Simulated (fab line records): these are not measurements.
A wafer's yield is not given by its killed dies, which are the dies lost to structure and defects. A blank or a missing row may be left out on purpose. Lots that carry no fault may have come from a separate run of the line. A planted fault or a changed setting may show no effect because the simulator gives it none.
Matching of chambers | flow nand-harc | 4 sister chambers for NHARC_P_M2_CMP_23 on cmp-02
The step polishes, t overpolish 20 s, target thk 144.3 nm. 8 wafers are shown with their chamber, then 8 later ones without.

## WAFERS PAIRED WITH THEIR CHAMBERS
wafer  | chamber | motor-current-A (A) | time-to-endpoint-s (s)
L079.6 | 0       | 11.5                | 31.0
L082.1 | 1       | 12.3                | 28.7
L082.4 | 2       | 13.1                | 27.4
L082.5 | 1       | 12.7                | 29.6
L084.1 | 3       | 12.0                | 27.4
L084.2 | 2       | 12.8                | 28.5
L084.3 | 0       | 11.8                | 28.4
L087.1 | 3       | 12.1                | 30.9

## WAFERS WITHOUT THEIR CHAMBER
wafer  | motor-current-A (A) | time-to-endpoint-s (s)
L087.5 | 12.4                | 30.8
L087.6 | 12.5                | 31.1
L092.2 | 13.1                | 25.3
L092.3 | 11.9                | 29.5
L092.4 | 12.2                | 26.6
L094.1 | 13.2                | 27.8
L094.3 | 12.7                | 30.0
L094.4 | 12.1                | 28.3

## EACH ONE'S CHAMBER
wafer  | from the rows above               | in truth
L087.5 | can't be placed: 1 or 3           | 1
L087.6 | can't be placed: 1 or 3 or 2      | 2
L092.2 | can't be placed: 2 or 1           | 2
L092.3 | can't be placed: 3 or 0           | 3
L092.4 | can't be placed: 3 or 1 or 0 or 2 | 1
L094.1 | 2                                 | 2
L094.3 | can't be placed: 1 or 2           | 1
L094.4 | can't be placed: 3 or 1 or 0      | 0
Placed correctly: 1 of 8. From these rows, 7 cannot be placed; in 7 the true chamber is one of the candidates. Number placed wrongly: 0.
How it was worked out, from the rows above alone: a wafer's distance from a chamber is the root of the sum, over the readings, of the square of ((its reading less the chamber's mean) divided by the reading's scatter). The wafer belongs to the nearest chamber; if the next one is less than 2 further off, it can't be placed. The mean given for a chamber averages the wafers shown for that chamber. The scatter is the square root of a quotient: the sum, over the shown wafers, of each reading's squared deviation from its chamber's mean, divided by wafers minus chambers.
